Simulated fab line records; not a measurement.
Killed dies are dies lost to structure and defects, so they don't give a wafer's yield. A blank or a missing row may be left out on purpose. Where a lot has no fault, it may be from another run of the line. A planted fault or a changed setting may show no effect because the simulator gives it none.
Split-lot study | flow n5-finfet | on a route of 1938 steps: 7 lots, 21 wafers read

SPLIT DETAILS
At N5_MIM_BOT_SPUTTER_00 (material TiN, target thk 35 nm, time 89.7 s), the setting time-s was moved away from the recipe's 89.7 s on 7 of the 21 wafers read, by -12.4% to +14.7%. For the rest of the wafers, this setting stayed at what the recipe calls for.

The split's own step is where the reading is taken.

THE READING
TiN_of_MIM_BOT_SPUTTER_00.thk-nm (the simulator's own value, which no gauge read), in nm, at N5_MIM_BOT_SPUTTER_00 (material TiN, target thk 35 nm, time 89.7 s). There is no usual value for it anywhere in the file. Average 34.7 nm, standard deviation 0.38 nm, over the 14 wafers here run with the recipe.

wafer  | tool, chamber at the split | time-s as run, s | against the recipe | TiN_of_MIM_BOT_SPUTTER_00.thk-nm, nm | against lot-mates on the recipe
L077.3 | pvd-sputter-03, -          | 89.7             | recipe             | 34.8                                 | -
L077.4 | pvd-sputter-03, -          | 99.59            | +11.0%             | 38.6                                 | +3.8
L077.6 | pvd-sputter-03, -          | 99.59            | +11.0%             | 38.6                                 | +3.8
L081.4 | pvd-sputter-03, -          | 89.7             | recipe             | 34.2                                 | -
L081.6 | pvd-sputter-03, -          | 89.7             | recipe             | 34.2                                 | -
L081.5 | pvd-sputter-03, -          | 89.7             | recipe             | 33.8                                 | -
L074.1 | pvd-sputter-02, -          | 89.7             | recipe             | 35.2                                 | -
L074.3 | pvd-sputter-02, -          | 89.7             | recipe             | 34.8                                 | -
L074.5 | pvd-sputter-02, -          | 89.7             | recipe             | 35                                   | -
L083.2 | pvd-sputter-01, -          | 79.16            | -11.8%             | 31                                   | -3.9
L083.3 | pvd-sputter-01, -          | 89.7             | recipe             | 35                                   | -
L083.6 | pvd-sputter-01, -          | 89.7             | recipe             | 34.8                                 | -
L087.1 | pvd-sputter-03, -          | 89.7             | recipe             | 34.8                                 | -
L087.3 | pvd-sputter-03, -          | 102.9            | +14.7%             | 39.6                                 | +4.8
L087.4 | pvd-sputter-03, -          | 102.9            | +14.7%             | 39.4                                 | +4.6
L093.2 | pvd-sputter-02, -          | 89.7             | recipe             | 35                                   | -
L093.4 | pvd-sputter-02, -          | 89.7             | recipe             | 34.4                                 | -
L093.6 | pvd-sputter-02, -          | 89.7             | recipe             | 34.8                                 | -
L096.3 | pvd-sputter-03, -          | 78.59            | -12.4%             | 30.4                                 | -4.4
L096.4 | pvd-sputter-03, -          | 89.7             | recipe             | 34.8                                 | -
L096.6 | pvd-sputter-03, -          | 78.59            | -12.4%             | 30.6                                 | -4.2

THE FIT
A straight line over all 21 wafers: TiN_of_MIM_BOT_SPUTTER_00.thk-nm changes by +0.334 nm for each +1% of time-s; r = +0.99; the points scatter about the line by 0.34 nm.
The same after taking each lot's own level away (the mean of its wafers on the recipe; 21 wafers): +0.334 nm for each +1%; r = +1.00; scatter 0.18 nm.
On that fit, the largest move of time-s shifts the reading by 4.9 nm.
Measured against the standard deviation above, the lots' own levels, which go from 34.07 to 35.00 nm, span 2.5 times it.
Consequently the slope shifts little with the lot-to-lot level, the two slopes agreeing.
Check: for one of the wafers moved furthest among these (+14.7%), held out of the fit, the line's prediction against its lot-mates is +4.92 nm. Against them it came out at +4.8 nm.

ADDITIONAL SPLITS CARRIED BY THESE WAFERS
Other splits were also applied to these wafers ahead of the reading. Each is held against what the fit with the lots' levels taken away leaves over:
other split on the same wafers | wafers away from the commonest value | r with TiN_of_MIM_BOT_SPUTTER_00.thk-nm (lot level and that fit taken away)
N5_BEOL_M11_ETCH_41 time-s     | 8                                    | -0.35
N5_BEOL_M12_SPUTTER_44 power-w | 8                                    | -0.39
N5_BEOL_M13_COAT_58 spin-rpm   | 10                                   | +0.01
N5_BEOL_M14_ILD_DEP_00 time-s  | 11                                   | -0.36
N5_BEOL_M14_EXPOSE_07 dose-mj  | 8                                    | -0.02

THE FILE'S OWN FIT
TiN_of_MIM_BOT_SPUTTER_00.thk-nm changes by +0.334 nm for each +1% of time-s, r = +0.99.
